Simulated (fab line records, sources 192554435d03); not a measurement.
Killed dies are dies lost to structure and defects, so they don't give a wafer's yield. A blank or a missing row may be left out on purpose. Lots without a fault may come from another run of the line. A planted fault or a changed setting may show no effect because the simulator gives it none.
fab line records | flow n5_finfet | part 2 of 2: steps 5 to 6 of 6
record lots=24 wafers=72 last_day=17
route steps=1938 shown DUMMY_GATE@231 SD_EPI_N@275
lots that met no fault: from a run of the same line without faults
start_h: hours from the record's first day to the start of the lot's first wafer shown | wait_h: hours since the lot's step before | " the same as in the row above | L1.1+2: a row that stands for several wafers | - no value, or no start given | * or withheld: withheld | < > ~ a bound
route shown NAME@n: a module of which the file shows steps, and the number in the route of the first | usual: mean/standard deviation of fault-free wafers | same: alike in all rows | chamber/n: place in a boat | sites: the reading at each site | _std_site: their standard deviation | _edge_site: outer sites' mean less inner sites' | radius_mm: how far each site lies from the wafer's centre | mask NAME#n: copy n | behind: the tool/chamber that last shaped the wafer | hold: why the lot was held/for how many hours/how that ended | device: the transistor (n, p or np) that didn't switch | end of line: the same wafers' tests at the end of the route | a step without rows: its recipe alone | killed: dies lost to structure and defects at the first sort, not the wafer's yield | map: a wafer's dies, x killed, . not, _ none there
set.NAME: the setting as run; set.NAME@STEP: as run at that earlier step | model.NAME: the simulator's own value behind a step, which no gauge read
steps of the route over a sample of lots; a table a step, a row a wafer
services: from which hour (start_h, from the record's first day; less than 0 if before it) a tool's chamber was out of use, for how many hours, and why
## steps
# step N5_SD_EPI_N_ETCH_35
# recipe chemistry=N2/H2 target=SOC overetch_a=1080 mask_material=SiARC temp_c=40 ion_energy_ev=100 source_w=3000 bias_w=133 pressure_mtorr=20 time_s=486 n2_flow_sccm=200 h2_flow_sccm=200
# usual drypump_motor_current_A=5.8/0.45 oes_product_au=0.73/0.076 rf_vpp_V=240.7/1.5 showerhead_plenum_p_Torr=2.54/0.096 throttle_valve_pct=23.71/0.26
# columns lot.wafer tool chamber start_h wait_h drypump_motor_current_A oes_product_au rf_hours_counter_h rf_vpp_V showerhead_plenum_p_Torr throttle_valve_pct
L074.1 rie_diel-04 2 50.01 0.0 6.0 0.87 3 241.5 2.60 23.33
L074.4 " 0 " " 5.0 0.67 186 238.8 2.43 23.78
L074.5 " 2 " " 6.0 0.87 - 242.3 2.60 23.36
L075.3 rie_diel-04 1 57.08 0.0 5.8 0.79 33 239.2 2.49 23.91
L075.4 " 2 " " 6.0 0.86 5 240.8 2.60 23.37
L075.6 " 0 " " 5.0 0.66 - 238.3 2.42 23.81
L076.3 rie_diel-05 0 61.79 0.0 5.7 0.74 82 242.9 2.67 23.67
L076.4 " 3 " " 5.7 0.63 253 239.9 2.50 24.44
L076.6 " 2 " " 5.8 0.64 - 240.8 2.52 23.88
L077.4 rie_diel-02 0 69.07 0.0 6.8 0.64 202 240.1 2.41 23.21
L077.5 " 3 " " 5.3 0.78 - 241.6 2.59 23.91
L077.6 " 0 " " 6.8 0.64 - 237.9 2.41 23.23
L078.2 rie_diel-02 3 72.48 0.0 5.3 0.77 35 241.4 2.59 23.91
L078.4 " 2 " " 5.6 0.88 4 243.5 2.71 23.83
L078.5 " 1 " " 6.0 0.67 - 240.0 2.42 23.54
L079.2 rie_diel-02 0 79.18 0.0 6.8 0.64 205 240.1 2.41 23.23
L079.3 " 1 " " 5.9 0.67 154 238.9 2.42 23.55
L079.5 " 3 " " 5.3 0.77 - 240.1 2.59 23.93
L080.1 rie_diel-02 1 84.39 0.0 5.9 0.67 156 238.2 2.42 23.56
L080.4 " 2 " " 5.6 0.87 9 243.2 2.70 23.83
L080.6 " 2 " " 5.6 0.87 - 242.0 2.70 23.83
L081.1 rie_diel-05 1 91.24 0.0 5.9 0.79 33 241.7 2.59 23.39
L081.3 " 2 " " 5.8 0.64 226 239.3 2.51 23.89
L081.6 " 1 " " 5.9 0.78 - 241.5 2.59 23.41
L082.2 rie_diel-05 0 99.86 0.0 5.7 0.73 97 243.4 2.67 23.69
L082.3 " 1 " " 5.9 0.79 36 242.3 2.58 23.41
L082.5 " 2 " " 5.8 0.64 - 240.5 2.51 23.90
L083.1 rie_diel-04 0 101.90 0.0 5.0 0.65 201 239.3 2.42 23.80
L083.4 " 3 " " 5.0 0.79 30 241.0 2.59 23.79
L083.5 " 3 " " 5.0 0.79 - 240.9 2.59 23.78
L084.2 rie_diel-05 0 111.27 0.0 5.7 0.72 102 241.7 2.66 23.70
L084.4 " 1 " " 5.9 0.77 41 241.5 2.58 23.37
L084.6 " 0 " " 5.7 0.73 - 243.7 2.66 23.70
L085.2 rie_diel-02 0 115.54 0.0 6.8 0.63 217 240.0 2.41 23.24
L085.3 " 3 " " 5.3 0.76 50 241.1 2.59 23.93
L085.4 " 1 " " 5.9 0.66 166 239.2 2.42 23.57
L086.1 rie_diel-05 2 124.20 0.0 5.8 0.63 237 240.1 2.51 23.89
L086.3 " 3 " " 5.7 0.83 8 239.7 2.50 24.06
L086.5 " 1 " " 5.9 0.77 - 240.8 2.58 23.40
L087.2 rie_diel-04 3 126.88 0.0 5.0 0.77 40 241.4 2.59 23.82
L087.4 " 1 " " 5.9 0.76 - 239.4 2.48 23.94
L087.5 " 3 " " 5.0 0.78 - 240.4 2.59 23.80
L088.1 rie_diel-02 0 136.52 0.0 6.8 0.63 225 240.0 2.40 23.27
L088.2 " 1 " " 5.9 0.65 174 238.9 2.41 23.58
L088.5 " 3 " " 5.3 0.75 - 241.6 2.58 23.95
L089.3 rie_diel-02 0 138.17 0.0 6.8 0.63 226 239.3 2.40 23.27
L089.4 " 3 " " 5.3 0.74 58 242.8 2.58 23.95
L089.5 " 0 " " 6.8 0.62 - 238.1 2.40 23.27
L090.3 rie_diel-05 0 146.30 0.0 5.7 0.71 113 241.9 2.66 23.71
L090.4 " 3 " " 5.7 0.81 16 239.6 2.50 24.08
L090.5 " 2 " " 5.8 0.62 - 239.5 2.50 23.92
L091.1 rie_diel-04 0 153.35 0.0 5.0 0.64 217 237.2 2.41 23.83
L091.2 " 1 " " 5.9 0.74 70 239.8 2.48 23.98
L091.4 " 2 " " 6.0 0.80 32 241.4 2.59 23.38
L092.2 rie_diel-05 0 156.12 0.0 5.7 0.71 115 242.7 2.66 23.70
L092.4 " 1 " " 5.9 0.76 56 242.0 2.58 23.42
L092.5 " 3 " " 5.7 0.80 - 240.7 2.49 24.10
L093.1 rie_diel-02 2 165.08 0.0 5.6 0.80 37 243.3 2.69 23.85
L093.4 " 3 " " 5.3 0.74 68 242.2 2.58 23.95
L093.5 " 0 " " 6.8 0.62 - 239.4 2.40 23.26
L094.1 rie_diel-04 3 168.27 0.0 5.0 0.75 58 240.4 2.58 23.84
L094.2 " 1 " " 5.9 0.74 75 238.5 2.47 23.97
L094.3 " 2 " " 6.0 0.79 38 240.7 2.59 23.39
L095.2 rie_diel-05 1 174.47 0.0 5.9 0.74 64 242.7 2.57 23.43
L095.4 " 0 " " 5.7 0.71 - 240.8 2.65 23.74
L095.6 " 1 " " 5.9 0.74 - 241.2 2.57 23.42
L096.3 rie_diel-02 1 180.12 0.0 5.9 0.64 191 238.1 2.40 23.61
L096.4 " 3 " " 5.3 0.73 73 240.9 2.58 23.96
L096.5 " 2 " " 5.6 0.80 - 242.7 2.69 23.87
L097.4 rie_diel-05 0 191.86 0.0 5.7 0.70 131 241.5 2.65 23.73
L097.5 " 1 " " 5.9 0.74 - 241.2 2.57 23.41
L097.6 " 0 " " 5.7 0.70 - 242.4 2.65 23.75
# step N5_SD_EPI_N_ETCH_16
# recipe chemistry=CHF3/O2 target=SiO2 target_depth_a=50 mask_material=SOC pressure_mtorr=30 source_w=650 bias_w=170 Ar_flow_sccm=200 CHF3_flow_sccm=50 O2_flow_sccm=5 ion_energy_ev=200
# usual drypump_motor_current_A=5.7/0.45 oes_product_au=0.82/0.092 rf_vpp_V=525/4.8 showerhead_plenum_p_Torr=2.41/0.088 throttle_valve_pct=18.82/0.21
# columns lot.wafer tool chamber start_h wait_h drypump_motor_current_A oes_product_au rf_hours_counter_h rf_vpp_V showerhead_plenum_p_Torr throttle_valve_pct
L074.1 rie_diel-04 2 50.53 0.1 6.0 1.00 3 526 2.46 18.45
L074.4 " 0 " " 5.0 0.73 186 522 2.29 18.88
L074.5 " 2 " " 6.0 0.99 - 527 2.46 18.42
L075.3 rie_diel-04 1 57.61 0.1 5.9 0.89 33 527 2.36 18.89
L075.4 " 2 " " 6.0 0.98 5 526 2.46 18.43
L075.6 " 0 " " 5.0 0.73 - 521 2.29 18.88
L076.3 rie_diel-05 0 62.31 0.1 5.7 0.83 82 531 2.54 18.92
L076.4 " 3 " " 5.7 0.70 253 523 2.37 19.42
L076.6 " 2 " " 5.9 0.72 - 518 2.39 18.97
L077.4 rie_diel-02 0 69.60 0.1 6.8 0.71 202 530 2.29 18.63
L077.5 " 3 " " 5.3 0.89 - 531 2.46 18.74
L077.6 " 0 " " 6.8 0.71 - 527 2.29 18.64
L078.2 rie_diel-02 3 73.01 0.1 5.3 0.88 35 531 2.46 18.74
L078.4 " 2 " " 5.6 0.99 4 529 2.57 18.91
L078.5 " 1 " " 5.9 0.76 - 521 2.32 18.93
L079.2 rie_diel-02 0 79.70 0.1 6.8 0.71 205 529 2.29 18.64
L079.3 " 1 " " 5.9 0.75 154 521 2.32 18.94
L079.5 " 3 " " 5.3 0.88 - 530 2.46 18.74
L080.1 rie_diel-02 1 84.92 0.1 5.9 0.75 156 520 2.32 18.94
L080.4 " 2 " " 5.6 0.98 9 530 2.57 18.91
L080.6 " 2 " " 5.6 0.98 - 530 2.57 18.91
L081.1 rie_diel-05 1 91.76 0.1 5.9 0.88 33 523 2.45 18.38
L081.3 " 2 " " 5.8 0.71 227 518 2.39 19.01
L081.6 " 1 " " 5.9 0.87 - 524 2.45 18.38
L082.2 rie_diel-05 0 100.39 0.1 5.7 0.80 97 531 2.53 18.93
L082.3 " 1 " " 5.9 0.88 37 523 2.45 18.37
L082.5 " 2 " " 5.8 0.71 - 520 2.38 19.01
L083.1 rie_diel-04 0 102.42 0.1 5.0 0.73 201 519 2.29 18.90
L083.4 " 3 " " 5.0 0.90 30 517 2.44 18.80
L083.5 " 3 " " 5.0 0.91 - 517 2.45 18.80
L084.2 rie_diel-05 0 111.80 0.1 5.7 0.80 102 532 2.53 18.96
L084.4 " 1 " " 5.9 0.86 41 522 2.44 18.39
L084.6 " 0 " " 5.7 0.81 - 530 2.53 18.94
L085.2 rie_diel-02 0 116.06 0.1 6.8 0.69 217 528 2.29 18.64
L085.3 " 3 " " 5.3 0.86 50 532 2.45 18.76
L085.4 " 1 " " 5.9 0.73 166 520 2.31 18.95
L086.1 rie_diel-05 2 124.73 0.1 5.8 0.70 238 519 2.38 19.02
L086.3 " 3 " " 5.6 0.94 8 524 2.36 18.99
L086.5 " 1 " " 5.9 0.87 - 522 2.44 18.39
L087.2 rie_diel-04 3 127.40 0.1 5.0 0.89 41 518 2.44 18.82
L087.4 " 1 " " 5.9 0.85 - 526 2.35 18.91
L087.5 " 3 " " 5.0 0.89 - 518 2.44 18.80
L088.1 rie_diel-02 0 137.04 0.1 6.8 0.69 225 528 2.28 18.66
L088.2 " 1 " " 5.8 0.73 175 520 2.31 18.96
L088.5 " 3 " " 5.3 0.85 - 531 2.45 18.78
L089.3 rie_diel-02 0 138.69 0.1 6.8 0.69 226 527 2.28 18.68
L089.4 " 3 " " 5.3 0.84 58 531 2.45 18.79
L089.5 " 0 " " 6.8 0.70 - 528 2.28 18.68
L090.3 rie_diel-05 0 146.82 0.1 5.7 0.79 113 532 2.52 18.95
L090.4 " 3 " " 5.7 0.90 16 526 2.36 19.02
L090.5 " 2 " " 5.8 0.69 - 519 2.38 19.03
L091.1 rie_diel-04 0 153.87 0.1 5.0 0.71 217 521 2.28 18.95
L091.2 " 1 " " 5.9 0.82 70 528 2.34 18.94
L091.4 " 2 " " 6.0 0.90 33 526 2.45 18.47
L092.2 rie_diel-05 0 156.64 0.1 5.7 0.79 116 531 2.52 18.96
L092.4 " 1 " " 5.9 0.84 56 522 2.44 18.42
L092.5 " 3 " " 5.7 0.89 - 523 2.36 19.03
L093.1 rie_diel-02 2 165.60 0.1 5.6 0.92 37 529 2.56 18.95
L093.4 " 3 " " 5.3 0.83 68 530 2.45 18.80
L093.5 " 0 " " 6.8 0.69 - 527 2.28 18.68
L094.1 rie_diel-04 3 168.79 0.1 5.0 0.86 58 516 2.43 18.84
L094.2 " 1 " " 5.8 0.83 76 526 2.34 18.96
L094.3 " 2 " " 6.0 0.90 38 527 2.44 18.48
L095.2 rie_diel-05 1 174.99 0.1 5.9 0.83 64 522 2.44 18.44
L095.4 " 0 " " 5.7 0.77 - 530 2.52 18.99
L095.6 " 1 " " 5.9 0.83 - 523 2.44 18.43
L096.3 rie_diel-02 1 180.65 0.1 5.9 0.73 191 520 2.31 19.00
L096.4 " 3 " " 5.3 0.83 73 532 2.44 18.81
L096.5 " 2 " " 5.6 0.91 - 530 2.55 18.98
L097.4 rie_diel-05 0 192.39 0.1 5.7 0.77 131 530 2.52 18.98
L097.5 " 1 " " 5.9 0.81 - 521 2.43 18.43
L097.6 " 0 " " 5.7 0.77 - 530 2.52 19.02
## services
# columns tool chamber start_h hours kind
rie_diel-05 3 23.90 5.5 repair
rie_diel-05 - 24.47 2.8 pm
rie_diel-05 1 31.68 4.5 repair
rie_diel-02 2 42.78 - clean
rie_diel-02 2 42.78 - consumable_replace:focus_ring
rie_diel-02 2 42.78 - consumable_replace:showerhead
rie_diel-05 3 72.46 6.0 repair
rie_diel-01 3 77.93 7.1 repair
rie_diel-06 1 79.16 7.4 repair
rie_diel-04 0 85.48 1.2 repair
rie_diel-05 - 85.59 0.9 repair
rie_diel-03 3 110.81 7.3 repair
rie_diel-04 2 121.14 23.0 repair
rie_diel-05 0 131.14 2.1 repair
rie_diel-03 0 139.33 1.5 repair
rie_diel-04 0 140.08 11.9 repair
rie_diel-01 2 145.18 8.5 repair
rie_diel-02 2 148.16 3.1 repair
rie_diel-01 3 163.44 4.6 repair
rie_diel-04 0 167.44 22.2 repair
rie_diel-04 - 173.55 2.8 pm
rie_diel-06 2 178.70 3.8 repair
rie_diel-01 0 184.02 9.1 repair
rie_diel-01 2 185.47 12.7 repair
